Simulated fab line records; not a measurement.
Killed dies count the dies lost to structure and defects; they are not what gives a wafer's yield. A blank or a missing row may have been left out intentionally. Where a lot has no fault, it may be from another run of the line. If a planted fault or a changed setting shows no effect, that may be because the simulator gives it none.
fab line records	flow n5Finfet
record lots=6	wafers=18	lastDay=17
route steps=1938 shown WELL_APT@28 BEOL_M4@1111
lots that met no fault: from a run of the same line without faults
startH: hours from the record's opening day to when the first of the lot's shown wafers began	waitH: hours elapsed since this lot's preceding step	" identical to the entry in the row above	L1.1+2: a single row standing in for several wafers	- value missing, or start not given	* or withheld: withheld	< > ~ a bound
route shown NAME@n: names a module that has steps shown in the file, with the first one's number in the route	usual: average and standard deviation across the fault-free wafers	same: alike in all rows	chamber/n: place in a boat	sites: readings site by site	_std_site: standard deviation of those values	_edge_site: outer sites' mean less inner sites'	radiusMm: how far each site lies from the wafer's centre	mask NAME#n: copy n	behind: tool/chamber where the wafer was last shaped	hold: why the lot was held/for how many hours/how that ended	device: transistor that didn't switch, given as n, p or np	end of line: the same wafers' tests at the end of the route	a step given without rows: its recipe and nothing more	killed: not the wafer's yield, but the dies lost to structure and defects at the first sort	map: a wafer's dies, x killed, . not, _ none there
set.NAME: the setting the step ran with; set.NAME@STEP: the setting that earlier step ran with	model.NAME: the simulator's own value behind a step, which no gauge read
lots at some steps of the route; a table a step, a row a wafer
services: when a tool's chamber went out of use (startH, in hours from the record's first day, below 0 if earlier), for how many hours, and the reason
## steps
# step N5_WELL_APT_CD_MEAS_08
# recipe targetCdNm=200	landingEnergyEv=500	detector=seInlens
# usual cdNm=199.8/1.1
lot.wafer	tool	chamber	startH	waitH	cdNm
L379.1	cdSem-01	0	32.05	-	197.5
L379.5	"	0	"	"	199.0
L379.6	"	0	"	"	198.4
L384.2	cdSem-02	0	61.92	-	196.7
L384.3	"	0	"	"	199.0
L384.5	"	0	"	"	198.3
L390.1	cdSem-03	0	97.64	-	200.1
L390.3	"	0	"	"	200.6
L390.4	"	0	"	"	201.4
L392.1	cdSem-01	0	109.71	-	198.4
L392.4	"	0	"	"	199.5
L392.5	"	0	"	"	201.4
L395.2	cdSem-02	0	127.81	-	199.2
L395.3	"	0	"	"	199.3
L395.4	"	0	"	"	200.1
L399.1	cdSem-03	0	151.68	-	198.5
L399.2	"	0	"	"	200.8
L399.5	"	0	"	"	199.3
# step N5_WELL_APT_OVL_MEAS_09
# recipe pointsPerWafer=44
# usual NWELL_OVL=-1/5.3
lot.wafer	tool	chamber	startH	waitH	NWELL_OVL[nm]
L379.1	overlay-02	0	32.08	0.0	2
L379.5	"	0	"	"	3
L379.6	"	0	"	"	2
L384.2	overlay-01	0	61.95	0.0	-4
L384.3	"	0	"	"	4
L384.5	"	0	"	"	11
L390.1	overlay-02	0	97.67	0.0	-10
L390.3	"	0	"	"	-12
L390.4	"	0	"	"	-4
L392.1	overlay-02	0	109.74	0.0	-8
L392.4	"	0	"	"	-7
L392.5	"	0	"	"	0
L395.2	overlay-01	0	127.84	0.0	-7
L395.3	"	0	"	"	3
L395.4	"	0	"	"	8
L399.1	overlay-02	0	151.71	0.0	-6
L399.2	"	0	"	"	-7
L399.5	"	0	"	"	-11
# step N5_WELL_APT_INSPECT_10
# recipe mode=adi	inspectInstrument=macro
# usual rawDefectCount=2.1/1.3
lot.wafer	tool	chamber	startH	waitH	rawDefectCount
L379.1	defectInspect-02	-	32.11	0.0	0
L379.5	"	-	"	"	1
L379.6	"	-	"	"	1
L384.2	defectInspect-02	-	61.97	0.0	2
L384.3	"	-	"	"	2
L384.5	"	-	"	"	1
L390.1	defectInspect-02	-	97.69	0.0	1
L390.3	"	-	"	"	1
L390.4	"	-	"	"	2
L392.1	defectInspect-02	-	109.77	0.0	2
L392.4	"	-	"	"	1
L392.5	"	-	"	"	2
L395.2	defectInspect-02	-	127.86	0.0	3
L395.3	"	-	"	"	5
L395.4	"	-	"	"	4
L399.1	defectInspect-01	-	151.73	0.0	3
L399.2	"	-	"	"	2
L399.5	"	-	"	"	4
# step N5_WELL_APT_DESCUM_13
# recipe chemistry=O2	timeS=7.9	sourcePowerW=50	biasPowerW=20	pressureMtorr=20	rfFrequencyHz=2.712e+07	tempC=40	o2FlowSccm=225
# usual drypumpMotorCurrentA=5.8/0.44	oesProductAu=0.78/0.085	rfFwdPowerW=49.69/0.17	rfVppV=243.3/1.7	showerheadPlenumPTorr=2.10/0.086	throttleValvePct=20.31/0.24
lot.wafer	tool	chamber	startH	waitH	drypumpMotorCurrentA	oesProductAu	rfFwdPowerW	rfHoursCounterH	rfVppV	showerheadPlenumPTorr	throttleValvePct
L379.1	rieDiel-04	3	32.14	0.0	5.6	0.72	49.62	210	244.8	2.16	20.36
L379.5	"	1	"	"	6.0	0.95	49.97	-	244.9	2.14	19.91
L379.6	"	2	"	"	5.9	0.88	49.75	-	245.3	2.13	20.52
L384.2	rieDiel-05	0	62.21	0.2	5.0	0.71	49.49	233	241.4	1.98	20.71
L384.3	"	1	"	"	5.7	0.80	49.74	90	244.9	2.20	20.10
L384.5	"	2	"	"	5.8	0.71	49.77	-	243.0	2.15	20.14
L390.1	rieDiel-04	3	97.72	0.0	5.6	0.70	49.67	234	245.4	2.15	20.40
L390.3	"	0	"	"	5.4	0.93	49.45	19	244.7	2.14	20.29
L390.4	"	2	"	"	5.9	0.85	49.86	60	244.5	2.12	20.55
L392.1	rieDiel-05	1	110.35	0.6	5.6	0.77	49.56	109	245.2	2.19	20.13
L392.4	"	1	"	"	5.7	0.77	49.43	-	245.3	2.19	20.15
L392.5	"	3	"	"	5.9	0.67	49.71	-	242.8	2.07	20.54
L395.2	rieDiel-05	2	128.05	0.2	5.8	0.97	49.67	5	243.5	2.14	19.82
L395.3	"	1	"	"	5.7	0.76	49.57	117	243.6	2.19	20.15
L395.4	"	3	"	"	5.9	0.68	49.64	-	242.5	2.07	20.56
L399.1	rieDiel-04	1	151.85	0.1	6.0	0.87	49.78	49	243.4	2.13	19.96
L399.2	"	0	"	"	5.4	0.88	49.70	43	242.8	2.13	20.33
L399.5	"	2	"	"	5.9	0.82	49.69	-	243.1	2.12	20.59
# step N5_WELL_APT_IMPLANT_14
# recipe species=P	energyKev=160	doseCm2=1.5e+13	tiltDeg=0	rotationDeg=0
# step N5_WELL_APT_IMPLANT_15
# recipe species=As	energyKev=25	doseCm2=1.5e+13	tiltDeg=0	rotationDeg=0
# step N5_WELL_APT_STRIP_16
# recipe chemistry=SPM	timeS=900	tempC=130	h2so4H2o2VolRatio=4	dry=ipaMarangoni
# step N5_WELL_APT_HMDS_18
# recipe timeS=60	tempC=120
# step N5_WELL_APT_COAT_19
# recipe spinRpm=1357	resistThkNm=950
# step N5_WELL_APT_EBR_21
# recipe solvent=PGMEA	ebrWidthMm=1.5
# step N5_WELL_APT_SOFTBAKE_20
# recipe tempC=130	timeS=60
# step N5_WELL_APT_EXPOSE_22
# recipe maskId=PWELL	na=0.8	sourceShape=conventional	sigmaOuter=0.8	polarization=unpolarized	defocusNm=0	targetCdNm=200	doseMj=23.2
# step N5_WELL_APT_PEB_23
# recipe pebTempC=130	pebTimeS=90
lot.wafer	tool	chamber	startH	waitH
L379.1+5+6	lithoTrack-03	0	33.07	0.1
L384.2+3+5	lithoTrack-05	0	63.27	0.0
L390.1+3+4	lithoTrack-03	0	98.77	0.1
L392.1+4+5	lithoTrack-03	0	111.31	0.1
L395.2+3+4	lithoTrack-05	0	129.39	0.0
L399.1+2+5	lithoTrack-02	0	152.77	0.1
# step N5_WELL_APT_DEVELOP_24
# recipe developTimeS=45	rinseLiquid=surfactantRinse	dry=airSpin	devTempC=21
# step N5_WELL_APT_HARDBAKE_29
# recipe tempC=130	timeS=120
# step N5_WELL_APT_CD_MEAS_25
# recipe targetCdNm=200	landingEnergyEv=500	detector=seInlens
# usual cdNm=200.4/1.5
lot.wafer	tool	chamber	startH	waitH	cdNm
L379.1	cdSem-03	0	33.18	-	198.8
L379.5	"	0	"	"	199.3
L379.6	"	0	"	"	200.3
L384.2	cdSem-01	0	63.39	-	200.5
L384.3	"	0	"	"	199.6
L384.5	"	0	"	"	199.6
L390.1	cdSem-03	0	98.88	-	206.2
L390.3	"	0	"	"	205.6
L390.4	"	0	"	"	207.2
L392.1	cdSem-03	0	111.43	-	207.3
L392.4	"	0	"	"	209.1
L392.5	"	0	"	"	208.5
L395.2	cdSem-01	0	129.50	-	199.3
L395.3	"	0	"	"	198.3
L395.4	"	0	"	"	198.2
L399.1	cdSem-02	0	152.88	-	198.1
L399.2	"	0	"	"	200.4
L399.5	"	0	"	"	201.1
# step N5_WELL_APT_OVL_MEAS_26
# recipe pointsPerWafer=44
# usual PWELL_OVL=-4/5.9
lot.wafer	tool	chamber	startH	waitH	PWELL_OVL[nm]
L379.1	overlay-01	0	33.21	0.0	-1
L379.5	"	0	"	"	-1
L379.6	"	0	"	"	-8
L384.2	overlay-01	0	63.41	0.0	8
L384.3	"	0	"	"	-3
L384.5	"	0	"	"	4
L390.1	overlay-01	0	98.91	0.0	0
L390.3	"	0	"	"	-7
L390.4	"	0	"	"	-6
L392.1	overlay-02	0	111.46	0.0	-2
L392.4	"	0	"	"	-6
L392.5	"	0	"	"	1
L395.2	overlay-02	0	129.53	0.0	-11
L395.3	"	0	"	"	-1
L395.4	"	0	"	"	-8
L399.1	overlay-01	0	152.91	0.0	-6
L399.2	"	0	"	"	-14
L399.5	"	0	"	"	-2
# step N5_WELL_APT_INSPECT_27
# recipe mode=adi	inspectInstrument=macro
# usual rawDefectCount=2.0/1.4
lot.wafer	tool	chamber	startH	waitH	rawDefectCount
L379.1	defectInspect-01	-	33.23	0.0	2
L379.5	"	-	"	"	2
L379.6	"	-	"	"	3
L384.2	defectInspect-01	-	63.44	0.0	1
L384.3	"	-	"	"	1
L384.5	"	-	"	"	0
L390.1	defectInspect-02	-	98.93	0.0	1
L390.3	"	-	"	"	2
L390.4	"	-	"	"	3
L392.1	defectInspect-02	-	111.49	0.0	0
L392.4	"	-	"	"	1
L392.5	"	-	"	"	2
L395.2	defectInspect-02	-	129.56	0.0	1
L395.3	"	-	"	"	2
L395.4	"	-	"	"	2
L399.1	defectInspect-01	-	152.94	0.0	5
L399.2	"	-	"	"	1
L399.5	"	-	"	"	3
# step N5_WELL_APT_DESCUM_30
# recipe chemistry=O2	timeS=7.9	sourcePowerW=50	biasPowerW=20	pressureMtorr=20	rfFrequencyHz=2.712e+07	tempC=40	o2FlowSccm=225
# usual drypumpMotorCurrentA=5.8/0.39	oesProductAu=0.80/0.097	rfFwdPowerW=49.70/0.17	rfVppV=243.4/1.5	showerheadPlenumPTorr=2.11/0.075	throttleValvePct=20.29/0.24
lot.wafer	tool	chamber	startH	waitH	drypumpMotorCurrentA	oesProductAu	rfFwdPowerW	rfHoursCounterH	rfVppV	showerheadPlenumPTorr	throttleValvePct	model.WELL_APT.cdNm
L379.1	rieDiel-04	3	33.28	0.0	5.6	0.71	49.56	211	244.0	2.16	20.35	199
L379.5	"	2	"	"	5.9	0.88	49.71	-	242.7	2.13	20.53	199.4
L379.6	"	1	"	"	6.0	0.95	49.64	-	244.9	2.14	19.90	200.3
L384.2	rieDiel-04	0	63.47	0.0	5.4	0.97	49.68	7	244.1	2.15	20.26	200.5
L384.3	"	2	"	"	5.9	0.86	49.78	48	242.9	2.13	20.54	199.7
L384.5	"	3	"	"	5.6	0.70	49.86	-	244.5	2.15	20.36	200.3
L390.1	rieDiel-05	1	98.97	0.0	5.6	0.78	49.51	104	245.1	2.19	20.14	206.3
L390.3	"	3	"	"	5.9	0.69	49.97	209	242.8	2.07	20.55	205.3
L390.4	"	0	"	"	5.1	0.70	49.59	246	242.8	1.97	20.75	207.2
L392.1	rieDiel-06	3	111.52	0.0	6.6	0.70	49.65	208	241.5	1.98	20.08	207.2
L392.4	"	2	"	"	5.6	0.79	49.81	-	243.3	2.01	20.40	208.8
L392.5	"	3	"	"	6.6	0.70	49.39	-	241.4	1.98	20.06	208.6
L395.2	rieDiel-05	1	129.59	0.0	5.6	0.77	49.60	118	244.2	2.19	20.16	199.2
L395.3	"	2	"	"	5.8	0.97	50.01	6	242.8	2.14	19.79	198.3
L395.4	"	3	"	"	5.9	0.68	49.70	-	244.6	2.07	20.56	198
L399.1	rieDiel-06	0	152.97	0.0	5.9	0.74	49.85	145	241.5	2.10	20.31	198.4
L399.2	"	3	"	"	6.6	0.69	49.66	224	240.1	1.97	20.08	200.4
L399.5	"	2	"	"	5.7	0.76	49.69	-	240.6	2.01	20.42	201.1
# step N5_WELL_APT_IMPLANT_31
# recipe species=B	energyKev=60	doseCm2=1.5e+13	tiltDeg=0	rotationDeg=0
# step N5_BEOL_M4_RC_MEAS_101
# usual DIBL_N=36.3/1.4	DIBL_P=36.2/1.5	IOFF_N=0.160/0.021	IOFF_P=0.211/0.027	ION_N=676/7.7	ION_P=463/5.5	SS_N=71.4/0.57	SS_P=73.3/0.58	VT_N=249.3/2.5	VT_P=-250.1/2.6
lot.wafer	tool	chamber	startH	waitH	DIBL_N[mV/V]	DIBL_P[mV/V]	IOFF_N[nA/um]	IOFF_P[nA/um]	ION_N[uA/um]	ION_P[uA/um]	SS_N[mV/dec]	SS_P[mV/dec]	VT_N[mV]	VT_P[mV]
L379.1	prober-02	0	183.55	0.0	39.3	40.3	0.204	0.276	684	468	72.2	74.4	247.3	-245.4
L379.5	"	0	"	"	37.5	37.0	0.157	0.220	679	463	71.8	74.5	250.5	-245.8
L379.6	"	0	"	"	37.5	37.4	0.174	0.225	678	458	71.0	74.0	248.4	-248.4
L384.2	prober-01	0	217.92	0.2	36.6	37.9	0.185	0.239	675	461	70.8	73.7	243.7	-249.4
L384.3	"	0	"	"	34.5	34.7	0.143	0.185	673	455	70.3	73.4	251.5	-248.6
L384.5	"	0	"	"	36.2	38.0	0.179	0.235	693	471	70.7	73.3	248.7	-246.9
L390.1	prober-01	0	249.80	0.0	35.4	35.0	0.166	0.224	673	467	71.1	73.1	247.3	-246.8
L390.3	"	0	"	"	36.9	36.7	0.200	0.249	691	475	71.4	74.5	244.5	-247.0
L390.4	"	0	"	"	37.2	36.1	0.185	0.243	686	470	72.3	74.2	243.0	-244.7
L392.1	prober-01	0	265.43	0.0	36.7	36.4	0.168	0.226	667	460	71.3	73.5	250.0	-250.0
L392.4	"	0	"	"	37.6	36.9	0.180	0.233	680	463	72.1	73.8	248.1	-250.6
L392.5	"	0	"	"	37.4	37.1	0.182	0.235	674	463	71.6	73.4	247.5	-249.8
L395.2	prober-02	0	276.27	0.2	34.5	33.4	0.134	0.177	673	460	70.6	72.8	250.8	-250.7
L395.3	"	0	"	"	36.4	35.8	0.172	0.203	685	461	71.2	73.6	247.1	-255.4
L395.4	"	0	"	"	35.2	34.1	0.147	0.186	675	460	71.2	72.7	248.0	-252.7
L399.1	prober-01	0	313.17	0.0	35.4	35.1	0.131	0.199	674	464	71.6	72.8	253.6	-252.5
L399.2	"	0	"	"	39.0	38.7	0.198	0.253	678	463	72.7	73.9	248.9	-249.4
L399.5	"	0	"	"	35.8	35.4	0.136	0.192	668	455	72.0	72.1	253.2	-252.4
## services
tool	chamber	startH	hours	kind
rieDiel-06	1	14.17	6.7	repair
rieDiel-05	-	19.63	2.8	pm
rieDiel-04	2	19.79	4.9	repair
rieDiel-04	0	25.03	-	clean
rieDiel-04	0	25.03	-	consumableReplace:focusRing
rieDiel-04	0	25.03	16.6	scheduledDown
rieDiel-04	0	25.03	16.6	ventCycle
rieDiel-04	1	26.85	1.2	repair
lithoTrack-05	-	29.55	-	consumableReplace:filter
rieDiel-04	1	104.02	9.3	repair
rieDiel-05	2	104.20	-	clean
rieDiel-05	2	104.20	-	consumableReplace:focusRing
rieDiel-05	2	104.20	12.5	scheduledDown
rieDiel-05	2	104.20	12.5	ventCycle
rieDiel-05	0	116.69	-	clean
rieDiel-05	0	116.69	-	consumableReplace:focusRing
rieDiel-05	0	116.69	-	consumableReplace:showerhead
rieDiel-05	0	116.69	19.2	scheduledDown
rieDiel-05	0	116.69	19.2	ventCycle
rieDiel-05	2	132.80	6.0	repair
rieDiel-04	3	137.04	-	clean
rieDiel-04	3	137.04	-	consumableReplace:focusRing
rieDiel-04	3	137.04	17.2	scheduledDown
rieDiel-04	3	137.04	17.2	ventCycle
## key
firstSign step=N5_WELL_APT_CD_MEAS_25	reading=cdNm	direction=up	sigmas=4.6	usual=200.4	struck=207.3
effect none on later readings
modelEffect step=N5_WELL_APT_DESCUM_30	value=WELL_APT.cdNm	without=200	struck=207.2
metAt N5_WELL_APT_PEB_23
struckWafers L390.1,L390.3,L390.4,L392.1,L392.4,L392.5
onsetBetween 33.07 98.77
fault kind=processParameterDrift	tool=lithoTrack-03	chamber=-	onsetH=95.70	steps=N5_WELL_APT_PEB_23	channel=pebTimeS	offset=*	shape=step	endH=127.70	actsIn=*	stated=*
